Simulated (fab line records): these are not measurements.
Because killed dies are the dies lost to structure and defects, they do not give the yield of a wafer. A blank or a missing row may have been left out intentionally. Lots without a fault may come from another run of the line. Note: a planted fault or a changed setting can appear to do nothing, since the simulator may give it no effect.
Which tool did it?    flow nandHarc    11 lots with 33 wafers sampled at 5 steps, on a route of 1302 steps

## WHAT THE GAUGES SHOWED, per wafer
NHARC_THIN_TSV_THK_MEAS_02: measures by ir.
lot   measured      on            thkNm (nm)
L774  day 24 09:02  filmMetro-01  2944 3098 3179
L775  day 24 07:10  filmMetro-02  2910 3177 2905
L777  day 25 13:21  filmMetro-01  3103 3133 3022
L778  day 26 09:38  filmMetro-01  2958 3092 3019
L779  day 26 08:26  filmMetro-01  2819 2812 3036
L780  day 27 01:39  filmMetro-01  3226 3178 3198
L783  day 28 10:12  filmMetro-01  2914
L784  day 28 12:35  filmMetro-01  2844 3384
L792  day 31 13:55  filmMetro-02  3399 3260 3519
L794  day 32 10:41  filmMetro-02  2646 2752 2791
L793  day 32 11:52  filmMetro-02  2695 2954 2894

NHARC_END_WLT_00.
lot   measured      on         VT_DECK1_BOTTOM    VT_DECK1_BOTTOM_INNER  VT_DECK1_MEDIAN_NEAR_BOTTOM  VT_DECK1_MEDIAN_NEAR_BOTTOM_INNER  VT_DECK1_MIDDLE    VT_DECK1_MIDDLE_INNER  VT_DECK1_TOP       VT_DECK1_TOP_INNER  VT_DECK2_BOTTOM    VT_DECK2_BOTTOM_INNER  VT_DECK2_MEDIAN_NEAR_BOTTOM  VT_DECK2_MEDIAN_NEAR_BOTTOM_INNER  VT_DECK2_MIDDLE    VT_DECK2_MIDDLE_INNER  VT_DECK2_TOP       VT_DECK2_TOP_INNER
L774  day 24 20:10  prober-01  0.887 0.874 0.869  0.875 0.874 0.879      0.873 0.877 0.870            0.883 0.880 0.880                  0.895 0.893 0.889  0.892 0.892 0.884      0.910 0.903 0.905  0.907 0.901 0.898   0.858 0.868 0.861  0.862 0.868 0.853      0.869 0.862 0.860            0.866 0.866 0.863                  0.884 0.887 0.874  0.880 0.876 0.875      0.902 0.895 0.889  0.888 0.891 0.895
L775  day 24 20:41  prober-02  0.882 0.867 0.882  0.887 0.871 0.879      0.886 0.873 0.882            0.886 0.867 0.875                  0.888 0.883 0.888  0.894 0.887 0.886      0.908 0.895 0.901  0.904 0.900 0.901   0.870 0.870 0.876  0.873 0.878 0.876      0.873 0.881 0.883            0.879 0.879 0.878                  0.890 0.893 0.896  0.898 0.894 0.895      0.903 0.902 0.909  0.907 0.907 0.903
L777  day 26 02:34  prober-02  0.879 0.868 0.874  0.892 0.859 0.879      0.878 0.870 0.870            0.872 0.869 0.871                  0.877 0.880 0.883  0.890 0.889 0.882      0.892 0.893 0.900  0.896 0.900 0.899   0.867 0.862 0.863  0.870 0.862 0.861      0.867 0.865 0.857            0.866 0.863 0.861                  0.882 0.878 0.871  0.882 0.880 0.883      0.898 0.898 0.899  0.897 0.900 0.893
L778  day 26 21:49  prober-02  0.866 0.870 0.865  0.861 0.861 0.866      0.867 0.857 0.872            0.866 0.870 0.873                  0.886 0.878 0.880  0.883 0.883 0.880      0.896 0.892 0.903  0.892 0.899 0.900   0.888 0.861 0.879  0.887 0.880 0.884      0.880 0.876 0.877            0.888 0.869 0.880                  0.887 0.886 0.888  0.900 0.882 0.888      0.899 0.896 0.894  0.903 0.905 0.891
L779  day 26 22:49  prober-01  0.875 0.871 0.866  0.872 0.869 0.866      0.864 0.876 0.872            0.866 0.868 0.865                  0.888 0.885 0.887  0.878 0.887 0.883      0.894 0.894 0.902  0.896 0.904 0.894   0.881 0.883 0.885  0.874 0.883 0.874      0.889 0.881 0.884            0.883 0.878 0.879                  0.890 0.892 0.892  0.889 0.882 0.888      0.897 0.904 0.897  0.908 0.906 0.892
L780  day 27 16:28  prober-01  0.879 0.859 0.864  0.870 0.866 0.871      0.878 0.868 0.876            0.874 0.865 0.870                  0.885 0.872 0.887  0.889 0.885 0.878      0.900 0.892 0.888  0.895 0.902 0.893   0.871 0.867 0.874  0.877 0.859 0.867      0.874 0.867 0.871            0.869 0.863 0.870                  0.890 0.878 0.877  0.891 0.872 0.876      0.895 0.895 0.895  0.881 0.893 0.893
L783  day 29 00:54  prober-02  0.866              0.866                  0.864                        0.867                              0.876              0.874                  0.885              0.884               0.871              0.867                  0.869                        0.877                              0.879              0.886                  0.884              0.893
L784  day 28 23:53  prober-01  0.872 0.868        0.866 0.873            0.867 0.874                  0.869 0.873                        0.883 0.876        0.875 0.871            0.890 0.901        0.882 0.887         0.862 0.867        0.860 0.869            0.861 0.869                  0.864 0.858                        0.877 0.881        0.876 0.878            0.889 0.891        0.889 0.889
L792  day 32 03:20  prober-02  0.871 0.860 0.866  0.861 0.854 0.858      0.859 0.858 0.870            0.865 0.861 0.860                  0.877 0.873 0.879  0.873 0.873 0.883      0.884 0.887 0.890  0.893 0.882 0.884   0.885 0.881 0.884  0.881 0.887 0.878      0.883 0.887 0.876            0.884 0.882 0.878                  0.890 0.901 0.892  0.894 0.894 0.890      0.906 0.902 0.906  0.905 0.915 0.901
L794  day 33 00:14  prober-02  0.865 0.868 0.875  0.873 0.873 0.869      0.874 0.869 0.879            0.871 0.869 0.877                  0.882 0.880 0.884  0.876 0.877 0.881      0.887 0.892 0.893  0.889 0.886 0.889   0.866 0.863 0.851  0.863 0.856 0.857      0.871 0.861 0.849            0.866 0.863 0.861                  0.871 0.871 0.881  0.876 0.866 0.877      0.884 0.885 0.885  0.895 0.881 0.887
L793  day 33 00:30  prober-01  0.875 0.877 0.877  0.873 0.879 0.873      0.872 0.882 0.866            0.873 0.865 0.879                  0.885 0.891 0.884  0.876 0.894 0.882      0.887 0.894 0.889  0.893 0.896 0.890   0.874 0.862 0.867  0.869 0.861 0.853      0.872 0.855 0.860            0.876 0.866 0.862                  0.878 0.874 0.875  0.881 0.876 0.875      0.889 0.889 0.889  0.892 0.888 0.894

NHARC_END_SORT_01.
lot   measured      on         killedAtArray  killedAtOther  killedAtPeriphery  killedDies  killedOpen  killedShort
L783  day 29 02:55  prober-02  668 59 668     1 2 0          8 4 9              677 65 677  1 2 1       1 1 1
L784  day 29 02:52  prober-01  17 669 22      2 4 1          12 4 7             31 677 30   3 2 2       2 2 3

## TOOL THAT RAN EACH LOT (tool first, then ch and the chambers of the sampled wafers, then the start)
lot   NHARC_A_STAIRCASE_DEP_325        NHARC_THIN_TSV_DESCUM_35
L774  pecvd-03 ch 0,2, day 19 00:06    rieDiel-11 ch 1,3, day 24 15:56
L775  pecvd-01 ch 0,2, day 19 11:27    rieDiel-11 ch 1,3, day 24 14:04
L777  pecvd-03 ch 0,1, day 20 09:45    rieDiel-07 ch 0,1,3, day 25 20:36
L778  pecvd-01 ch 0,1,2, day 21 05:17  rieDiel-09 ch 2,3, day 26 16:45
L779  pecvd-03 ch 0,1,2, day 21 05:34  rieDiel-09 ch 0,1, day 26 15:28
L780  pecvd-03 ch 0,2, day 21 19:54    rieDiel-07 ch 0,1,3, day 27 08:47
L783  pecvd-03 ch 0,1, day 22 18:05    rieDiel-11 ch 0, day 28 17:19
L784  pecvd-03 ch 0,1,2, day 23 04:26  rieDiel-07 ch 2,3, day 28 19:37
L792  pecvd-01 ch 1,2, day 26 08:28    rieDiel-07 ch 1,2, day 31 21:03
L794  pecvd-01 ch 0,1,2, day 27 03:59  rieDiel-07 ch 0,1,3, day 32 18:00
L793  pecvd-04 ch 0,1,2, day 27 03:59  rieDiel-07 ch 0,1,2, day 32 18:44
- NHARC_A_STAIRCASE_DEP_325: deposits SiO2, target thk 7200 nm.
- NHARC_THIN_TSV_DESCUM_35: chemistry O2, time 3 s.

## AS READ BY THE TOOLS THEMSELVES (means over the sampled wafers that have a number; for cases with no such wafer, the mark the record gives instead)
NHARC_A_STAIRCASE_DEP_325.
lot   tool      heaterPowerW (W)  rfFwdPowerW (W)
L774  pecvd-03  685               497.6
L775  pecvd-01  727               500.0
L777  pecvd-03  791               497.3
L778  pecvd-01  768               498.9
L779  pecvd-03  632               497.5
L780  pecvd-03  632               501.1
L783  pecvd-03  720               499.6
L784  pecvd-03  639               498.6
L792  pecvd-01  709               498.1
L794  pecvd-01  737               499.4
L793  pecvd-04  665               498.5

NHARC_THIN_TSV_DESCUM_35.
lot   tool        drypumpMotorCurrentA (A)  oesProductAu (a.u.)  rfVppV (V)  showerheadPlenumPTorr (Torr)  throttleValvePct (%)
L774  rieDiel-11  5.9                       1.009                58.8        1.93                          11.312
L775  rieDiel-11  5.9                       1.009                58.1        1.93                          11.315
L777  rieDiel-07  5.7                       0.985                58.1        1.91                          11.315
L778  rieDiel-09  5.4                       1.004                58.9        2.05                          11.314
L779  rieDiel-09  5.5                       0.994                58.0        1.95                          11.315
L780  rieDiel-07  5.7                       0.988                57.7        1.91                          11.309
L783  rieDiel-11  5.4                       1.020                57.4        1.79                          11.306
L784  rieDiel-07  5.7                       0.993                58.0        1.82                          11.319
L792  rieDiel-07  5.5                       1.005                57.0        1.85                          11.310
L794  rieDiel-07  5.7                       1.000                58.8        1.91                          11.306
L793  rieDiel-07  5.7                       1.002                57.8        1.88                          11.307

## THE ANSWER, worked out from the rows above alone
Rule: the lots themselves supply what counts as usual. Put in order of their means at a reading, lots are off if they are a third of the lots or fewer, leave a main group of 4 or more, and stand apart from it by a gap of 3 or more times the standard deviation of the main group's means; of several such gaps the widest counts. The tables above print the reading to a certain number of digits; a main group whose means all agree to those digits is not used. A lot without any number at a reading at which 4 lots or more have one is off too. All remaining lots with rows at the step are treated as sound. After the gauges, taken in route order, come the tools' own readings; for these a lot's mean is taken, as printed above. The first step at which some lot is off is used, and at that step the reading that is off furthest; a lot without a number counts as furthest.
Nothing can be told from this: no lot is off at any reading shown.

## WHAT THE SIMULATOR HAD INSERTED
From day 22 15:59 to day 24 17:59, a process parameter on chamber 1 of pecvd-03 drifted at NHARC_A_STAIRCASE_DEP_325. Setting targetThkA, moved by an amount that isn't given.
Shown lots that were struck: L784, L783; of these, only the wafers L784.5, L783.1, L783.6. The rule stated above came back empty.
